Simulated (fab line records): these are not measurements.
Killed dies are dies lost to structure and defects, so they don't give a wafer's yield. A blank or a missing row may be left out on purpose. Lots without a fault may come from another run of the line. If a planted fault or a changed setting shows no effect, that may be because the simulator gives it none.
What tool caused it?    flow n5_finfet    10 lots, 30 wafers sampled, at 1 step of a route of 1938

WHAT THE GAUGES SHOWED, per wafer
N5_BEOL_M8_INSPECT_30: inspects for defects (brightfield).
lot   measured      on                 raw_defect_count
L438  day 9 05:04   defect_inspect-01  336 416 295
L440  day 10 04:19  defect_inspect-01  370 424 387
L441  day 10 14:59  defect_inspect-01  305 277 355
L443  day 10 23:34  defect_inspect-01  463 387 694
L444  day 11 03:15  defect_inspect-02  510 484 370
L445  day 11 06:41  defect_inspect-01  425 329 324
L448  day 12 10:31  defect_inspect-02  391 419 359
L455  day 13 16:34  defect_inspect-02  445 343 330
L456  day 14 07:38  defect_inspect-01  321 525 291
L461  day 15 16:06  defect_inspect-01  355 285 311

TOOL THAT RAN EACH LOT (tool first, then ch and the chambers of the sampled wafers, then the start)
The record holds no process step before these readings.

THE ANSWER, worked out from the rows above alone
Rule: what is usual is taken from the lots themselves. Put in order of their means at a reading, lots are off if they are a third of the lots or fewer, leave a main group of 4 or more, and stand apart from it by a gap of 3 or more times the standard deviation of the main group's means; of several such gaps the widest counts. A main group whose means are all the same, to the digits that the tables above print for the reading, isn't used. Also off: a lot with no number at a reading for which 4 or more lots have one. Where the step has rows for the other lots, those lots are counted as sound.
No lot is off at any reading shown: from this, nothing can be told.

WHAT THE SIMULATOR PUT IN
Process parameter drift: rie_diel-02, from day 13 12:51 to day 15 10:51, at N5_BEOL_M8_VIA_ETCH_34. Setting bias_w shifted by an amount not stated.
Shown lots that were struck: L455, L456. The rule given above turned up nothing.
